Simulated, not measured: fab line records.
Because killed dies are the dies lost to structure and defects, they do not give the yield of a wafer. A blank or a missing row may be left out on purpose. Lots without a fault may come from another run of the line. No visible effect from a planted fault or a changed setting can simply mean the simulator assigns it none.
fab line records	flow nand_harc
record: lots: 6	wafers: 16	last_day: 32
route steps=1302 shown A_STAIRCASE@726
lots that met no fault: from a run of the same line without faults
start_h: the number of hours between the record's first day and the start of the first shown wafer of the lot	wait_h: hours from the lot's prior step to this one	" as in the row above	L1.1+2: one row covering several wafers at once	- no value, or no start given	* or withheld: withheld	< > ~ a bound
route shown NAME@n: NAME is a module with steps in the file, n the number in the route of the first one	usual: mean/standard deviation of fault-free wafers	same: alike in all rows	chamber/n: place in a boat	sites: the reading at each site	_std_site: the standard deviation of these	_edge_site: outer sites' mean less inner sites'	radius_mm: for every site, how far away it sits from the centre of the wafer	mask NAME#n: copy n	behind: the tool/chamber that last shaped the wafer	hold: why the lot was held/for how many hours/how that ended	device: transistor that didn't switch, given as n, p or np	end of line: the tests these same wafers got at the end of their route	a step without rows: its recipe alone	killed: dies that structure and defects cost at the first sort, which is not the same as the wafer's yield	map: the dies of a wafer, with x for killed, . for not killed, _ for no die there
set.NAME: the setting as run; set.NAME@STEP: as run at that earlier step	model.NAME: the simulator's own value behind a step, which no gauge read
lots at selected steps of the route; one table per step, one row per wafer
services: when a tool's chamber went out of use (start_h, in hours from the record's first day, below 0 if earlier), for how many hours, and the reason
== steps ==
step: NHARC_A_STAIRCASE_SOFTBAKE_212
recipe: temp_c: 135	time_s: 170
step: NHARC_A_STAIRCASE_EBR_213
step: NHARC_A_STAIRCASE_EXPOSE_214
recipe: na: 0.5	dose_mj: 31.26	mask_id: STAIR_3
step: NHARC_A_STAIRCASE_PEB_215
recipe: peb_temp_c: 115	peb_time_s: 130
step: NHARC_A_STAIRCASE_DEVELOP_216
recipe: time_s: 140
step: NHARC_A_STAIRCASE_HARDBAKE_218
recipe: temp_c: 120	time_s: 140
step: NHARC_A_STAIRCASE_DESCUM_219
recipe: time_s: 3	o2_flow_sccm: 200	ar_flow_sccm: 0	bias_power_w: 0	chemistry: O2
usual: drypump_motor_current_A: 5.7/0.37	oes_product_au: 1.000/0.01	rf_vpp_V: 57.8/0.83	showerhead_plenum_p_Torr: 1.92/0.089	throttle_valve_pct: 11.312/0.0085
lot.wafer	tool	chamber	start_h	wait_h	drypump_motor_current_A	oes_product_au	rf_hours_counter_h	rf_vpp_V	showerhead_plenum_p_Torr	throttle_valve_pct
L114.3	rie_diel-01	2	371.48	-	6.0	1.006	57	58.0	1.91	11.315
L114.4	"	3	"	"	6.2	1.006	57	56.5	1.82	11.322
L114.6	"	3	"	"	6.2	1.000	-	57.6	1.82	11.306
L120.3	rie_diel-07	2	430.84	-	5.5	1.003	39	57.3	1.87	11.333
L120.6	"	0	"	"	5.0	1.009	-	56.2	1.82	11.322
L122.4	rie_diel-07	2	445.40	-	5.5	0.994	43	56.2	1.87	11.306
L122.6	"	0	"	"	5.0	1.013	-	57.6	1.82	11.308
L127.3	rie_diel-01	1	494.97	-	5.6	1.001	37	57.6	1.93	11.309
L127.1	"	2	"	"	6.0	1.009	40	56.7	1.90	11.303
L127.6	"	0	"	"	5.3	1.026	-	57.5	1.84	11.329
L132.4	rie_diel-07	2	547.35	-	5.5	0.986	21	58.0	1.86	11.326
L132.1	"	0	"	"	5.0	1.009	18	57.8	1.81	11.327
L132.5	"	2	"	"	5.5	1.002	-	58.8	1.86	11.308
L135.3	rie_diel-06	3	571.85	-	5.8	1.002	24	57.4	2.03	11.312
L135.1	"	1	"	"	5.8	0.999	19	59.3	2.01	11.305
L135.5	"	3	"	"	5.8	0.997	-	56.2	2.03	11.310
step: NHARC_A_STAIRCASE_TRIM_220
recipe: time_s: 211.2	o2_flow_sccm: 500	ar_flow_sccm: 0	bias_w: 0	chemistry: O2
usual: drypump_motor_current_A: 5.7/0.37	oes_product_au: 0.999/0.0092	rf_vpp_V: 57.9/0.89	run_length_s: 232.7/0.46	showerhead_plenum_p_Torr: 3.55/0.15	throttle_valve_pct: 17.037/0.0098
lot.wafer	tool	chamber	start_h	wait_h	drypump_motor_current_A	oes_product_au	rf_hours_counter_h	rf_vpp_V	run_length_s	showerhead_plenum_p_Torr	throttle_valve_pct
L114.4	rie_diel-01	3	371.59	0.1	6.3	1.008	57	58.5	232.5	3.37	17.044
L114.3	"	0	"	"	5.3	0.988	50	57.8	232.7	3.42	17.041
L114.6	"	1	"	"	5.6	0.988	-	59.0	233.0	3.58	17.044
L120.3	rie_diel-07	2	430.94	0.1	5.5	0.985	39	59.2	232.9	3.45	17.020
L120.6	"	1	"	"	5.3	1.011	-	58.4	232.0	3.75	17.047
L122.4	rie_diel-07	0	445.48	0.1	5.0	1.010	50	56.6	232.7	3.37	17.021
L122.6	"	0	"	"	5.0	1.012	-	58.0	232.6	3.37	17.037
L127.1	rie_diel-01	3	495.04	0.1	6.2	0.999	38	57.1	232.2	3.35	17.046
L127.3	"	2	"	"	6.0	0.998	40	58.7	232.1	3.50	17.031
L127.6	"	0	"	"	5.4	0.999	-	57.3	233.2	3.40	17.030
L132.1	rie_diel-07	2	547.45	0.1	5.6	1.001	21	57.7	233.0	3.43	17.022
L132.4	"	3	"	"	5.9	0.997	22	55.3	232.7	3.44	17.038
L132.5	"	1	"	"	5.3	1.000	-	58.4	232.1	3.73	17.026
L135.1	rie_diel-06	2	571.93	0.1	5.3	0.987	23	58.4	233.5	3.75	17.043
L135.3	"	1	"	"	5.7	0.998	19	58.3	233.2	3.70	17.038
L135.5	"	2	"	"	5.3	0.992	-	58.8	233.1	3.75	17.035
step: NHARC_A_STAIRCASE_ETCH_221
recipe: target_depth_a: 1000	time_s: 40.5	ion_energy_ev: 400	c4f8_flow_sccm: 20	o2_flow_sccm: 10	ar_flow_sccm: withheld	rf_w: 600	bias_w: 1000	chemistry: C4F8/O2
usual: oes_product_au: 0.939/0.012	rf_vpp_V: 897/5.5
lot.wafer	tool	chamber	start_h	wait_h	oes_product_au	rf_hours_counter_h	rf_vpp_V
L114.3	rie_diel-01	2	-	-	0.940	57	897
L114.4	"	0	"	"	0.952	50	892
L114.6	"	2	"	"	0.944	-	895
L120.3	rie_diel-07	3	-	-	0.943	45	894
L120.6	"	3	"	"	0.932	-	895
L122.4	rie_diel-07	1	-	-	0.944	45	905
L122.6	"	3	"	"	0.932	-	893
L127.1	rie_diel-01	2	-	-	0.950	40	896
L127.3	"	0	"	"	0.944	33	890
L127.6	"	2	"	"	0.951	-	894
L132.1	rie_diel-07	3	-	-	0.926	22	893
L132.4	"	0	"	"	0.968	18	889
L132.5	"	3	"	"	0.926	-	892
L135.3	rie_diel-06	1	-	-	0.970	19	902
L135.1	"	3	"	"	0.934	24	903
L135.5	"	2	"	"	0.947	-	904
step: NHARC_A_STAIRCASE_TRIM_222
recipe: time_s: 211.2	o2_flow_sccm: 500	ar_flow_sccm: 0	bias_w: 0	chemistry: O2
usual: drypump_motor_current_A: 5.7/0.36	oes_product_au: 0.999/0.0087	rf_vpp_V: 57.7/0.92	run_length_s: 232.7/0.47	showerhead_plenum_p_Torr: 3.54/0.15	throttle_valve_pct: 17.037/0.0088
lot.wafer	tool	chamber	start_h	wait_h	drypump_motor_current_A	oes_product_au	rf_hours_counter_h	rf_vpp_V	run_length_s	showerhead_plenum_p_Torr	throttle_valve_pct
L114.4	rie_diel-01	0	-	-	5.3	0.998	50	57.2	232.7	3.42	17.038
L114.3	"	1	"	"	5.6	0.986	52	57.5	233.1	3.58	17.046
L114.6	"	0	"	"	5.4	0.991	-	56.4	232.5	3.42	17.043
L120.3	rie_diel-07	0	-	-	5.0	1.009	44	58.3	233.0	3.38	17.031
L120.6	"	2	"	"	5.5	0.995	-	57.2	233.2	3.45	17.041
L122.4	rie_diel-07	2	-	-	5.5	0.995	43	57.5	233.0	3.45	17.047
L122.6	"	1	"	"	5.3	1.000	-	58.2	231.9	3.75	17.032
L127.3	rie_diel-01	2	-	-	6.0	1.003	40	58.3	232.5	3.50	17.042
L127.1	"	3	"	"	6.3	0.998	38	58.1	232.3	3.35	17.031
L127.6	"	2	"	"	6.0	0.999	-	57.4	231.9	3.50	17.033
L132.1	rie_diel-07	2	-	-	5.5	0.995	22	56.5	233.4	3.43	17.045
L132.4	"	0	"	"	5.0	1.008	18	57.6	232.7	3.36	17.045
L132.5	"	2	"	"	5.5	1.011	-	55.7	233.4	3.43	17.037
L135.3	rie_diel-06	0	-	-	6.2	1.007	21	57.2	232.8	3.64	17.047
L135.1	"	3	"	"	5.9	0.993	25	59.5	232.1	3.73	17.026
L135.5	"	1	"	"	5.7	1.005	-	58.9	232.5	3.70	17.034
step: NHARC_A_STAIRCASE_ETCH_223
recipe: target_depth_a: 1000	time_s: 40.5	ion_energy_ev: 400	c4f8_flow_sccm: 20	o2_flow_sccm: 10	ar_flow_sccm: withheld	rf_w: 600	bias_w: 1000	chemistry: C4F8/O2
usual: oes_product_au: 0.944/0.012	rf_vpp_V: 896/5.3
lot.wafer	tool	chamber	start_h	wait_h	oes_product_au	rf_hours_counter_h	rf_vpp_V
L114.4	rie_diel-01	1	-	-	0.939	52	897
L114.3	"	2	"	"	0.954	57	897
L114.6	"	2	"	"	0.954	-	896
L120.3	rie_diel-07	0	-	-	0.960	44	891
L120.6	"	3	"	"	0.939	-	894
L122.4	rie_diel-07	0	-	-	0.952	50	891
L122.6	"	0	"	"	0.949	-	890
L127.3	rie_diel-01	1	-	-	0.943	37	897
L127.1	"	2	"	"	0.955	40	895
L127.6	"	0	"	"	0.942	-	892
L132.1	rie_diel-07	2	-	-	0.943	22	894
L132.4	"	0	"	"	0.959	18	890
L132.5	"	3	"	"	0.930	-	893
L135.3	rie_diel-06	3	-	-	0.937	25	904
L135.1	"	0	"	"	0.945	21	901
L135.5	"	3	"	"	0.958	-	901
step: NHARC_A_STAIRCASE_TRIM_224
recipe: time_s: 211.2	o2_flow_sccm: 500	ar_flow_sccm: 0	bias_w: 0	chemistry: O2
usual: drypump_motor_current_A: 5.7/0.37	oes_product_au: 0.998/0.0098	rf_vpp_V: 58.0/0.95	run_length_s: 232.7/0.43	showerhead_plenum_p_Torr: 3.54/0.15	throttle_valve_pct: 17.037/0.0095
lot.wafer	tool	chamber	start_h	wait_h	drypump_motor_current_A	oes_product_au	rf_hours_counter_h	rf_vpp_V	run_length_s	showerhead_plenum_p_Torr	throttle_valve_pct
L114.4	rie_diel-01	3	372.02	-	6.2	1.003	58	56.9	232.4	3.37	17.032
L114.3	"	0	"	"	5.4	1.002	50	57.0	232.6	3.42	17.031
L114.6	"	0	"	"	5.4	0.996	-	57.6	232.6	3.42	17.038
L120.3	rie_diel-07	1	431.38	-	5.3	1.011	42	58.6	232.0	3.75	17.033
L120.6	"	1	"	"	5.3	1.010	-	58.2	220.5	3.75	17.038
L122.4	rie_diel-07	3	445.98	-	5.8	0.978	52	56.4	220.9	3.46	17.038
L122.6	"	0	"	"	5.0	1.001	-	57.2	220.8	3.37	17.047
L127.3	rie_diel-01	0	495.52	-	5.4	1.014	33	57.3	232.5	3.40	17.039
L127.1	"	2	"	"	6.0	0.999	41	57.6	231.9	3.50	17.030
L127.6	"	0	"	"	5.4	1.001	-	58.1	232.9	3.40	17.040
L132.1	rie_diel-07	0	547.99	-	5.0	1.015	18	57.6	233.0	3.36	17.045
L132.4	"	1	"	"	5.3	1.000	20	59.2	232.5	3.73	17.032
L132.5	"	0	"	"	5.0	1.014	-	57.6	233.2	3.36	17.027
L135.1	rie_diel-06	1	572.42	-	5.8	1.014	20	58.2	232.4	3.70	17.042
L135.3	"	2	"	"	5.3	0.991	23	59.5	233.2	3.75	17.040
L135.5	"	0	"	"	6.2	1.001	-	57.3	232.9	3.64	17.057
step: NHARC_A_STAIRCASE_ETCH_225
recipe: target_depth_a: 1000	time_s: 40.5	ion_energy_ev: 400	c4f8_flow_sccm: 20	o2_flow_sccm: 10	ar_flow_sccm: withheld	rf_w: 600	bias_w: 1000	chemistry: C4F8/O2
== services ==
tool	chamber	start_h	hours	kind
rie_diel-01	0	349.82	14.4	repair
rie_diel-06	1	352.26	5.6	repair
rie_diel-07	0	355.51	-	clean
rie_diel-07	1	355.51	-	clean
rie_diel-07	2	355.51	-	clean
rie_diel-07	3	355.51	-	clean
rie_diel-06	-	361.47	1.0	repair
rie_diel-07	2	364.79	12.7	repair
rie_diel-07	0	380.01	-	clean
rie_diel-07	1	380.01	-	clean
rie_diel-07	2	380.01	-	clean
rie_diel-07	3	380.01	-	clean
rie_diel-01	-	383.18	9.0	pm
rie_diel-01	0	397.08	3.2	repair
rie_diel-07	0	404.51	-	clean
rie_diel-07	1	404.51	-	clean
rie_diel-07	2	404.51	-	clean
rie_diel-07	2	418.06	6.2	repair
rie_diel-07	1	455.72	4.9	repair
rie_diel-07	-	473.83	9.0	pm
rie_diel-06	-	493.45	9.0	pm
rie_diel-07	0	521.78	16.0	repair
rie_diel-07	2	548.44	31.2	repair
rie_diel-01	-	560.43	9.0	pm
== key ==
first_sign: step: NHARC_A_STAIRCASE_TRIM_224	reading: run_length_s	direction: down	sigmas: 28	usual: *	struck: *
effect none on later readings
met_at NHARC_A_STAIRCASE_TRIM_224
struck_wafers L120.6,L122.4,L122.6
tester_left_out L120,L122
fault: kind: process_parameter_drift	tool: rie_diel-07	chamber: -	onset_h: 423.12	steps: NHARC_A_STAIRCASE_TRIM_224	channel: time_s	offset: *	shape: step	end_h: 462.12	scope: struck_wafers_only	acts_in: *	stated: *
tester_left_out: of these lots the tester's yield and bins aren't shown, on N5 and GAA mostly nor the transistor test; their killed dies are dies lost to structure and defects alone, not to doping, threshold or leakage, so they don't give the yield
